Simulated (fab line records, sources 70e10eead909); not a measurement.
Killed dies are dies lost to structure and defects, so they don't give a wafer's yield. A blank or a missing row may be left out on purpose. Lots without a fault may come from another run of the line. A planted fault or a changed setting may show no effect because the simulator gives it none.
fab line records | flow nand_harc
record lots=6 wafers=18 last_day=23
route steps=1159 shown P_M2@340 P_BONDPAD@351 END@1159
lots that met no fault: from a run of the same line without faults
start_h: hours from the record's first day to the start of the lot's first wafer shown | wait_h: hours since the lot's step before | " the same as in the row above | L1.1+2: a row that stands for several wafers | - no value, or no start given | * or withheld: withheld | < > ~ a bound
route shown NAME@n: a module of which the file shows steps, and the number in the route of the first | usual: mean/standard deviation of fault-free wafers | same: alike in all rows | chamber/n: place in a boat | sites: the reading at each site | _std_site: their standard deviation | _edge_site: outer sites' mean less inner sites' | radius_mm: how far each site lies from the wafer's centre | mask NAME#n: copy n | behind: the tool/chamber that last shaped the wafer | hold: why the lot was held/for how many hours/how that ended | device: the transistor (n, p or np) that didn't switch | end of line: the same wafers' tests at the end of the route | a step without rows: its recipe alone | killed: dies lost to structure and defects at the first sort, not the wafer's yield | map: a wafer's dies, x killed, . not, _ none there
set.NAME: the setting as run; set.NAME@STEP: as run at that earlier step | model.NAME: the simulator's own value behind a step, which no gauge read
lots at some steps of the route; a table a step, a row a wafer
services: from which hour (start_h, from the record's first day; less than 0 if before it) a tool's chamber was out of use, for how many hours, and why
## steps
# step NHARC_P_M2_PVD_20
# recipe target_thk_a=50 bias_v=168.6 power_w=15000 chamber_pressure_pa=0.12 time_s=8.06 substrate_temp_c=50 material=TaN
# step NHARC_P_M2_PVD_21
# recipe target_thk_a=300 chamber_pressure_pa=5 power_w=5000 substrate_temp_c=30 time_s=20.49 material=Cu
# usual throttle_valve_pct=30.2/0.65
# columns lot.wafer tool chamber start_h wait_h throttle_valve_pct
L565.1 pvd_sputter-01 - - - 30.4
L565.3 " - " " 30.8
L565.6 " - " " 30.6
L566.2 pvd_sputter-02 - - - 29.8
L566.1 " - " " 29.9
L566.3 " - " " 30.3
L567.2 pvd_sputter-03 - - - 29.7
L567.1 " - " " 30.7
L567.3 " - " " 29.7
L576.2 pvd_sputter-03 - - - 30.0
L576.3 " - " " 29.7
L576.6 " - " " 31.3
L577.4 pvd_sputter-01 - - - 30.6
L577.2 " - " " 31.1
L577.3 " - " " 28.6
L579.2 pvd_sputter-02 - - - 29.1
L579.4 " - " " 30.4
L579.6 " - " " 30.3
# step NHARC_P_M2_ECD_22
# recipe target_thk_a=4000 bath_temp_c=25 material=Cu
# step NHARC_P_M2_ANNEAL_31
# recipe temp_c=225 time_s=90
# step NHARC_P_M2_CMP_23
# recipe t_overpolish_s=20 target_thk_nm=144.3
# usual edge_zone_pressure_frac=0.999/0.0044 motor_current_A=11.9/1 time_to_endpoint_s=27.6/2
# columns lot.wafer tool chamber start_h wait_h edge_zone_pressure_frac motor_current_A time_to_endpoint_s
L565.3 cmp-01 3 150.46 - 1.002 13.0 24.4
L565.1 " 0 " " 1.000 13.2 30.7
L565.6 " 2 " " 0.994 12.3 28.9
L566.3 cmp-03 1 160.26 - 0.994 14.2 28.5
L566.1 " 2 " " 0.999 10.6 27.5
L566.2 " 3 " " 1.005 11.4 24.6
L567.1 cmp-01 0 161.07 - 1.003 13.1 24.3
L567.3 " 1 " " 0.994 12.3 26.6
L567.2 " 2 " " 0.997 11.3 26.4
L576.2 cmp-04 2 222.59 - 1.005 11.1 26.8
L576.3 " 0 " " 1.002 11.4 27.9
L576.6 " 3 " " 1.000 11.9 24.2
L577.2 cmp-04 1 224.55 - 1.001 10.9 28.9
L577.3 " 2 " " 1.003 11.2 25.4
L577.4 " 3 " " 0.995 12.2 23.2
L579.2 cmp-04 3 237.74 - 1.000 11.5 29.0
L579.4 " 1 " " 0.997 10.8 27.8
L579.6 " 3 " " 1.003 12.4 28.5
# step NHARC_P_M2_THK_MEAS_24
# recipe thk_meas_gauge=xrf
# usual thk_nm=143.9/1.5
# columns lot.wafer tool chamber start_h wait_h thk_nm
L565.1 film_metro-01 - 150.72 - 144.7
L565.3 " - " " 145.3
L565.6 " - " " 145.8
L566.1 film_metro-02 - 160.57 - 143.0
L566.2 " - " " 143.9
L566.3 " - " " 144.9
L567.1 film_metro-01 - 161.35 - 144.4
L567.2 " - " " 145.0
L567.3 " - " " 142.4
L576.2 film_metro-02 - 222.91 - 144.1
L576.3 " - " " 145.0
L576.6 " - " " 142.3
L577.2 film_metro-02 - 224.84 - 146.3
L577.3 " - " " 143.8
L577.4 " - " " 140.8
L579.2 film_metro-02 - 238.02 - 141.1
L579.4 " - " " 144.7
L579.6 " - " " 142.6
# step NHARC_P_M2_SRD_25
# step NHARC_P_M2_INSPECT_27
# usual raw_defect_count=317/110
# columns lot.wafer tool chamber start_h wait_h raw_defect_count
L565.1 defect_inspect-01 - 150.88 0.0 162
L565.3 " - " " 296
L565.6 " - " " 200
L566.1 defect_inspect-02 - 160.73 0.0 456
L566.2 " - " " 239
L566.3 " - " " 424
L567.1 defect_inspect-02 - 161.51 0.0 250
L567.2 " - " " 355
L567.3 " - " " 298
L576.2 defect_inspect-01 - 223.07 0.0 119
L576.3 " - " " 358
L576.6 " - " " 288
L577.2 defect_inspect-02 - 224.99 0.0 271
L577.3 " - " " 362
L577.4 " - " " 240
L579.2 defect_inspect-02 - 238.18 0.0 239
L579.4 " - " " 503
L579.6 " - " " 352
# step NHARC_P_M2_PRE_CLEAN_32
# recipe time_s=12 temp_c=370 rf_power_w=300 gas=NH3
# usual heater_power_w=626/60
# columns lot.wafer tool chamber start_h wait_h heater_power_w
L565.3 pecvd-01 2 150.95 0.1 709
L565.1 " 0 " " 751
L565.6 " 2 " " 696
L566.2 pecvd-01 1 160.80 0.1 773
L566.1 " 2 " " 604
L566.3 " 0 " " 636
L567.3 pecvd-01 0 161.60 0.1 680
L567.1 " 1 " " 726
L567.2 " 2 " " 697
L576.2 pecvd-02 1 223.15 0.1 651
L576.3 " 2 " " 571
L576.6 " 0 " " 633
L577.3 pecvd-02 1 225.06 0.1 661
L577.2 " 2 " " 574
L577.4 " 0 " " 556
L579.2 pecvd-02 1 238.25 0.1 647
L579.4 " 1 " " 641
L579.6 " 0 " " 558
# step NHARC_P_M2_DEP_33
# recipe target_thk_a=300 temp_c=370 target_thk_nm=30 pressure_torr=3 flow_sccm=200 rf_w=450 material=SiCN
# usual heater_power_w=573/59
# columns lot.wafer tool chamber start_h wait_h heater_power_w
L565.3 pecvd-01 2 151.03 0.1 649
L565.1 " 0 " " 673
L565.6 " 2 " " 643
L566.2 pecvd-01 1 160.88 0.1 653
L566.1 " 2 " " 650
L566.3 " 0 " " 653
L567.3 pecvd-01 0 161.68 0.1 693
L567.1 " 1 " " 631
L567.2 " 2 " " 659
L576.2 pecvd-02 1 223.26 0.1 575
L576.3 " 2 " " 548
L576.6 " 0 " " 561
L577.3 pecvd-02 1 225.14 0.1 616
L577.2 " 2 " " 549
L577.4 " 0 " " 592
L579.2 pecvd-02 1 238.33 0.1 522
L579.4 " 1 " " 524
L579.6 " 0 " " 564
# step NHARC_P_BONDPAD_DEP_00
# recipe target_thk_a=2500 temp_c=370 target_thk_nm=250 pressure_torr=3 flow_sccm=200 rf_w=450 material=SiCN
# usual heater_power_w=580/61
# columns lot.wafer tool chamber start_h wait_h heater_power_w
L565.1 pecvd-01 1 - - 597
L565.3 " 2 " " 621
L565.6 " 0 " " 596
L566.3 pecvd-03 2 161.31 - 543
L566.2 " 0 " " 509
L566.1 " 1 " " 516
L567.2 pecvd-01 2 - - 593
L567.1 " 0 " " 613
L567.3 " 1 " " 614
L576.3 pecvd-01 0 223.67 - 672
L576.2 " 1 " " 611
L576.6 " 0 " " 689
L577.2 pecvd-01 1 225.55 - 673
L577.4 " 1 " " 681
L577.3 " 2 " " 555
L579.2 pecvd-03 0 238.79 - 556
L579.4 " 2 " " 555
L579.6 " 1 " " 524
# step NHARC_P_BONDPAD_CMP_32
# recipe target_thk_nm=200 material=SiCN
# usual edge_zone_pressure_frac=1.000/0.0053 motor_current_A=11.7/0.93
# columns lot.wafer tool chamber start_h wait_h edge_zone_pressure_frac motor_current_A
L565.3 cmp-03 0 151.86 - 1.009 11.2
L565.1 " 2 " " 1.011 10.6
L565.6 " 3 " " 1.004 11.0
L566.2 cmp-02 2 161.72 - - -
L566.1 " 0 " " - -
L566.3 " 1 " " - -
L567.2 cmp-02 3 162.48 - - -
L567.3 " 1 " " - -
L567.1 " 2 " " - -
L576.3 cmp-02 2 224.11 - 0.991 11.1
L576.2 " 0 " " 1.010 11.3
L576.6 " 3 " " 0.989 13.4
L577.4 cmp-02 0 226.09 0.3 1.000 11.4
L577.3 " 1 " " 0.993 11.8
L577.2 " 2 " " 1.002 11.3
L579.2 cmp-03 2 239.17 - 1.004 10.7
L579.4 " 3 " " 0.999 12.1
L579.6 " 1 " " 1.001 14.4
# step NHARC_P_BONDPAD_THK_MEAS_33
# recipe thk_meas_gauge=ellipsometry
# usual thk_nm=199.4/1.6
# columns lot.wafer tool chamber start_h wait_h thk_nm
L565.1 film_metro-01 - 152.08 0.1 198.3
L565.3 " - " " 199.2
L565.6 " - " " 199.5
L566.1 film_metro-02 - 161.97 0.2 248.9
L566.2 " - " " 247.4
L566.3 " - " " 248.7
L567.1 film_metro-02 - 162.73 0.2 248.6
L567.2 " - " " 249.6
L567.3 " - " " 245.8
L576.2 film_metro-02 - 224.36 0.2 199.4
L576.3 " - " " 201.0
L576.6 " - " " 199.1
L577.2 film_metro-02 - 226.34 0.2 199.2
L577.3 " - " " 197.3
L577.4 " - " " 200.1
L579.2 film_metro-02 - 239.40 0.2 197.3
L579.4 " - " " 199.3
L579.6 " - " " 198.4
# step NHARC_P_BONDPAD_SRD_34
# step NHARC_END_SORT_01
# recipe temp_c=25
# usual defect_limited_yield=95.5/1.3 killed_at_array=27/8.8 killed_at_other=0.4/0.82 killed_at_periphery=3.1/2.1 killed_dies=31/8.8 killed_open=3.3/2 killed_short=2.0/1.4 sort_bin_2_pct=1.3/0.56 sort_bin_3_pct=0.25/0.21 sort_bin_4_pct=2.9/0.89 sort_n_pass=646/8.8 sort_rim_yield_pct=95.8/2.7 sort_yield_pct=95.5/1.3
# same gross_dies=677 sort_bin_5_pct[%]=0 sort_bin_6_pct[%]=0 sort_bin_7_pct[%]=0 sort_bin_8_pct[%]=0 sort_rim_n_gross=106.00
# columns lot.wafer tool chamber start_h wait_h defect_limited_yield[%] killed_at_array killed_at_other killed_at_periphery killed_dies killed_open killed_short sort_bin_2_pct[%] sort_bin_3_pct[%] sort_bin_4_pct[%] sort_n_pass sort_rim_yield_pct[%] sort_yield_pct[%]
L567.1 prober-02 0 475.57 2.5 0 19 0 658 677 3 0 98.5 0 1.5 0 0 0
L567.2 prober-02 0 476.37 2.8 0 32 0 645 677 4 2 95.6 0.15 4.3 0 0 0
L567.3 prober-02 0 477.17 3.1 0 32 2 643 677 10 0 95.9 0.44 3.7 0 0 0
L566.1 prober-01 0 482.36 2.5 0 12 0 665 677 3 1 98.1 0.15 1.8 0 0 0
L566.2 prober-01 0 483.16 2.8 0 12 0 665 677 2 0 98.2 0 1.8 0 0 0
L566.3 prober-01 0 483.97 3.1 0 4 0 673 677 3 0 99.1 0 0.9 0 0 0
L577.2 prober-01 0 517.88 2.8 94.5 31 0 6 37 4 1 2.1 0.44 3.0 640 91.5 94.5
L577.4 prober-01 0 519.49 3.4 94.5 34 0 3 37 4 1 1.3 0.30 3.8 640 95.3 94.5
L576.6 prober-02 0 528.87 4.0 95.4 27 0 4 31 2 3 0.7 0 3.8 646 98.1 95.4
L579.2 prober-02 0 554.61 2.8 95.3 21 2 9 32 3 1 1.8 0 3.0 645 98.1 95.3
L579.4 prober-02 0 556.19 3.4 95.6 20 2 8 30 2 3 1.3 0.30 2.8 647 97.2 95.6
L579.6 prober-02 0 557.77 3.9 95.4 26 0 5 31 5 1 1.8 0.15 2.7 646 100.0 95.4
# killed by level:class
L567.1 P_BONDPAD:area_cmp=656 A_CHANNEL_HOLE_D1:chamber_film_flake=10 A_CHANNEL_FILL_D1:chamber_film_flake=3 A_CONTACT:chamber_film_flake=3 P_CONTACT:geometric_particle:open=1 A_SOURCE_PLATE:geometric_particle:open=1 A_WL_FILL:geometric_particle:open=1 P_ZERO_WELL:chamber_film_flake=1
L567.2 P_BONDPAD:area_cmp=644 A_CHANNEL_HOLE_D1:chamber_film_flake=15 A_STAIRCASE:chamber_film_flake=5 A_M1:chamber_film_flake=4 A_ONON_D1:geometric_particle:open=2 A_CONTACT:chamber_film_flake=2 A_CHANNEL_FILL_D1:geometric_particle:short=1 A_WL_FILL:geometric_particle:short=1
L567.3 P_BONDPAD:area_cmp=639 A_CHANNEL_HOLE_D1:chamber_film_flake=15 A_STAIRCASE:chamber_film_flake=5 A_CONTACT:chamber_film_flake=3 A_M1:chamber_film_flake=3 P_M0:geometric_particle:open=2 P_CONTACT:geometric_particle:open=1 A_ONON_D1:geometric_particle:open=1
L566.1 P_BONDPAD:area_cmp=663 A_STAIRCASE:chamber_film_flake=4 A_M1:chamber_film_flake=2 A_CHANNEL_FILL_D1:geometric_particle:open=1 A_CHANNEL_FILL_D1:geometric_particle:short=1 A_WL_FILL:geometric_particle:open=1 A_CONTACT:geometric_particle:open=1 P_ZERO_WELL:chamber_film_flake=1
L566.2 P_BONDPAD:area_cmp=663 A_CHANNEL_HOLE_D1:chamber_film_flake=5 P_ZERO_WELL:chamber_film_flake=2 A_STAIRCASE:chamber_film_flake=2 A_CHANNEL_FILL_D1:geometric_particle:open=1 A_CONTACT:geometric_particle:open=1 A_CHANNEL_FILL_D1:chamber_film_flake=1 A_CONTACT:chamber_film_flake=1
L566.3 P_BONDPAD:area_cmp=670 P_M0:geometric_particle:open=2 A_CONTACT:geometric_particle:open=1 P_ZERO_WELL:chamber_film_flake=1 A_STAIRCASE:chamber_film_flake=1 A_SLIT:chamber_film_flake=1 A_M1:chamber_film_flake=1
L577.2 A_SLIT:chamber_film_flake=14 A_CONTACT:chamber_film_flake=7 P_GATE:chamber_film_flake=5 A_CHANNEL_HOLE_D1:chamber_film_flake=3 A_WL_FILL:geometric_particle:open=2 A_CONTACT:geometric_particle:open=2 A_ONON_D1:geometric_particle:short=1 P_ZERO_WELL:chamber_film_flake=1
L577.4 A_SLIT:chamber_film_flake=17 A_CONTACT:chamber_film_flake=8 A_CONTACT:geometric_particle:open=2 P_GATE:chamber_film_flake=2 A_STAIRCASE:chamber_film_flake=2 A_CHANNEL_FILL_D1:geometric_particle:short=1 A_CHANNEL_FILL_D1:geometric_particle:open=1 A_M0:geometric_particle:open=1
L576.6 A_CHANNEL_HOLE_D1:chamber_film_flake=18 P_GATE:chamber_film_flake=4 A_WL_FILL:chamber_film_flake=2 A_SOURCE_PLATE:geometric_particle:short=1 A_ONON_D1:geometric_particle:open=1 A_CHANNEL_HOLE_D1:geometric_particle:open=1 A_CHANNEL_FILL_D1:geometric_particle:short=1 A_M0:geometric_particle:short=1
L579.2 A_CHANNEL_HOLE_D1:chamber_film_flake=18 P_STI:chamber_film_flake=4 P_CONTACT:geometric_particle:open=2 P_M0:chamber_film_flake=2 THIN_TSV:chamber_film_flake=2 A_SOURCE_PLATE:geometric_particle:short=1 A_M0:geometric_particle:open=1 P_GATE:chamber_film_flake=1
L579.4 A_CHANNEL_HOLE_D1:chamber_film_flake=16 P_STI:chamber_film_flake=4 A_CHANNEL_FILL_D1:geometric_particle:short=2 P_M0:chamber_film_flake=2 THIN_TSV:chamber_film_flake=2 P_M0:geometric_particle:open=1 A_ONON_D1:geometric_particle:open=1 A_CONTACT:geometric_particle:short=1
L579.6 A_CHANNEL_HOLE_D1:chamber_film_flake=20 A_CONTACT:geometric_particle:open=2 P_STI:chamber_film_flake=2 P_M0:chamber_film_flake=2 P_M0:geometric_particle:open=1 A_ONON_D1:geometric_particle:short=1 A_ONON_D1:geometric_particle:open=1 A_M0:geometric_particle:open=1
# map L566.1 (x killed, . not)
____________x____________
_________xxxxxxx_________
_______xxxxxxxxxxx_______
______xxxxxxxxxxxxx______
_____xxxxxxxxxxxxxxx_____
____xxxxxxxxxxxxxxxxx____
____xxxxxxxxxxxxxxxxx____
___xxxxxxxxxxxxxxxxxxx___
___xxxxxxxxxxxxxxxxxxx___
__xxxxxxxxxxxxxxxxxxxxx__
__xxxxxxxxxxxxxxxxxxxxx__
_xxxxxxxxxxxxxxxxxxxxxxx_
_xxxxxxxxxxxxxxxxxxxxxxx_
_xxxxxxxxxxxxxxxxxxxxxxx_
_xxxxxxxxxxxxxxxxxxxxxxx_
_xxxxxxxxxxxxxxxxxxxxxxx_
xxxxxxxxxxxxxxxxxxxxxxxxx
xxxxxxxxxxxxxxxxxxxxxxxxx
xxxxxxxxxxxxxxxxxxxxxxxxx
xxxxxxxxxxxxxxxxxxxxxxxxx
xxxxxxxxxxxxxxxxxxxxxxxxx
_xxxxxxxxxxxxxxxxxxxxxxx_
_xxxxxxxxxxxxxxxxxxxxxxx_
_xxxxxxxxxxxxxxxxxxxxxxx_
_xxxxxxxxxxxxxxxxxxxxxxx_
_xxxxxxxxxxxxxxxxxxxxxxx_
__xxxxxxxxxxxxxxxxxxxxx__
__xxxxxxxxxxxxxxxxxxxxx__
___xxxxxxxxxxxxxxxxxxx___
___xxxxxxxxxxxxxxxxxxx___
____xxxxxxxxxxxxxxxxx____
____xxxxxxxxxxxxxxxxx____
_____xxxxxxxxxxxxxxx_____
______xxxxxxxxxxxxx______
_______xxxxxxxxxxx_______
_________xxxxxxx_________
____________x____________
# map L567.1 (x killed, . not)
____________x____________
_________xxxxxxx_________
_______xxxxxxxxxxx_______
______xxxxxxxxxxxxx______
_____xxxxxxxxxxxxxxx_____
____xxxxxxxxxxxxxxxxx____
____xxxxxxxxxxxxxxxxx____
___xxxxxxxxxxxxxxxxxxx___
___xxxxxxxxxxxxxxxxxxx___
__xxxxxxxxxxxxxxxxxxxxx__
__xxxxxxxxxxxxxxxxxxxxx__
_xxxxxxxxxxxxxxxxxxxxxxx_
_xxxxxxxxxxxxxxxxxxxxxxx_
_xxxxxxxxxxxxxxxxxxxxxxx_
_xxxxxxxxxxxxxxxxxxxxxxx_
_xxxxxxxxxxxxxxxxxxxxxxx_
xxxxxxxxxxxxxxxxxxxxxxxxx
xxxxxxxxxxxxxxxxxxxxxxxxx
xxxxxxxxxxxxxxxxxxxxxxxxx
xxxxxxxxxxxxxxxxxxxxxxxxx
xxxxxxxxxxxxxxxxxxxxxxxxx
_xxxxxxxxxxxxxxxxxxxxxxx_
_xxxxxxxxxxxxxxxxxxxxxxx_
_xxxxxxxxxxxxxxxxxxxxxxx_
_xxxxxxxxxxxxxxxxxxxxxxx_
_xxxxxxxxxxxxxxxxxxxxxxx_
__xxxxxxxxxxxxxxxxxxxxx__
__xxxxxxxxxxxxxxxxxxxxx__
___xxxxxxxxxxxxxxxxxxx___
___xxxxxxxxxxxxxxxxxxx___
____xxxxxxxxxxxxxxxxx____
____xxxxxxxxxxxxxxxxx____
_____xxxxxxxxxxxxxxx_____
______xxxxxxxxxxxxx______
_______xxxxxxxxxxx_______
_________xxxxxxx_________
____________x____________
## services
# columns tool chamber start_h hours kind
cmp-02 - 128.54 4.0 pm
pecvd-02 - 153.24 13.0 pm
cmp-03 - 156.02 4.0 pm
cmp-02 - 156.95 1.9 repair
pvd_sputter-01 - 158.00 10.0 pm
cmp-02 - 163.55 1.6 repair
pecvd-01 - 164.88 0.4 repair
pecvd-02 - 170.52 0.4 repair
cmp-03 - 172.69 1.2 repair
pvd_sputter-02 - 188.30 6.9 repair
cmp-01 - 189.85 4.0 pm
cmp-04 - 203.25 4.0 pm
pecvd-02 0 207.03 5.3 repair
pecvd-02 - 211.36 0.4 repair
pvd_sputter-02 - 215.37 10.0 pm
pecvd-01 - 215.71 0.7 repair
pecvd-01 - 218.99 0.6 repair
pecvd-01 0 224.78 8.1 repair
cmp-03 - 225.62 0.4 repair
cmp-02 - 226.54 4.0 pm
pecvd-02 - 235.98 0.8 repair
cmp-04 - 237.38 0.3 repair
pecvd-01 - 237.46 13.0 pm
pecvd-01 0 237.46 13.0 vent_cycle
## key
first_sign step=NHARC_P_BONDPAD_CMP_32 reading=tool_record direction=missing
effect step=NHARC_P_BONDPAD_THK_MEAS_33 reading=thk_nm direction=up sigmas=31 usual=199.4 struck=248.2
effect step=NHARC_END_SORT_01 reading=killed_at_periphery direction=up sigmas=99+ usual=3.1 struck=658.2
more_kills_born_at NHARC_P_BONDPAD_CMP_32@cmp-02=3935
met_at NHARC_P_BONDPAD_CMP_32
struck_wafers L566.1,L566.2,L566.3,L567.1,L567.2,L567.3
later_rows_left_out L566.1,L566.2,L566.3,L567.1,L567.2,L567.3
fault kind=skipped_step_whole tool=cmp-02 chamber=- onset_h=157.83 steps=NHARC_P_BONDPAD_CMP_32 scope=struck_lots_only
# later_rows_left_out: the simulator's readings of these wafers behind a module that went badly wrong aren't trusted and aren't shown, but for the sort
